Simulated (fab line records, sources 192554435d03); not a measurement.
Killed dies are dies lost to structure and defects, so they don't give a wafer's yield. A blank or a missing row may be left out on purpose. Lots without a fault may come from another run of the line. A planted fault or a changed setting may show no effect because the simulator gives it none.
Problem report in the 8D (eight disciplines) form, filled by code | flow n5_finfet | the parts of the form that need people (team, actions taken, sign-off) are left out

1. THE PROBLEM
spin_speed_rpm at N5_BEOL_M4_COAT_73 reads a mean of 1357.3 rpm on 9 wafers of 3 lots; wafers without a fault read 1499.7 rpm with a standard deviation of 0.97. That is -99 or more standard deviations from the usual mean.
The step: time 60 s, resist thk 5 nm.
First seen on wafer L196.2, day 9 04:30, on litho_track-02. The record holds 15 wafers of 5 lots with a number at this step. Rule for "out", or "out of limits": more than 4 standard deviations from the usual mean. The other wafers with a number count as sound.

2. WHAT IT IS AND WHAT IT IS NOT
question                    | is                     | is not
which readings at this step | spin_speed_rpm         | -
which lots                  | L196, L198, L199       | L195, L205
which wafers of those lots  | all that have a number | -
read on which tools         | litho_track-02         | litho_track-01
when                        | from day 9 04:30       | up to then (3 sound wafers); but 3 sound wafers of L205 came after

3. SUSPECTS, AND WHAT RULES EACH OUT
Counting: a tool at a process step up to the reading stays a suspect if it ran every lot that is out and no sound lot after the first of them.
- litho_track-02 at N5_BEOL_M4_COAT_73 (time 60 s, resist thk 5 nm): kept. It ran every lot that is out, first L196 (day 9 04:30), and no sound lot after that; its last sound lot up to then is L195 (day 8 20:44). Its own readings are out on those wafers: spin_speed_rpm.
Left after counting: litho_track-02 at N5_BEOL_M4_COAT_73.

4. THE CAUSE (what the simulator had put in)
Process parameter drift: litho_track-02, from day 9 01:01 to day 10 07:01, at N5_BEOL_M4_COAT_73. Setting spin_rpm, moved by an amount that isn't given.
Counting left only this tool.

5. THE CHAIN OF EFFECTS, in route order
Each row: a reading whose mean over the struck wafers that have a number lies more than 3 standard deviations from the usual. Only readings for which the record gives a usual standard deviation are gone through. hours: the time from each lot's start at the first step in this table that gives one to its start at this step, as a median over the lots. sigmas: the change in usual standard deviations.
hours | step               | reading        | usual      | on struck wafers | change | sigmas
0     | N5_BEOL_M4_COAT_73 | spin_speed_rpm | 1499.7 rpm | 1357.3           | -142.4 | -99 or more
The process steps in it:
- N5_BEOL_M4_COAT_73: time 60 s, resist thk 5 nm.
Later measuring or inspecting steps at which every struck wafer that the step has a row for has a number for every such reading, and none has moved that far: N5_BEOL_M4_RC_MEAS_101.

6. WHAT WOULD HAVE CAUGHT IT SOONER
In this record the first reading out of limits was taken at day 9 04:30, 3 hours after the fault began at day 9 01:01.
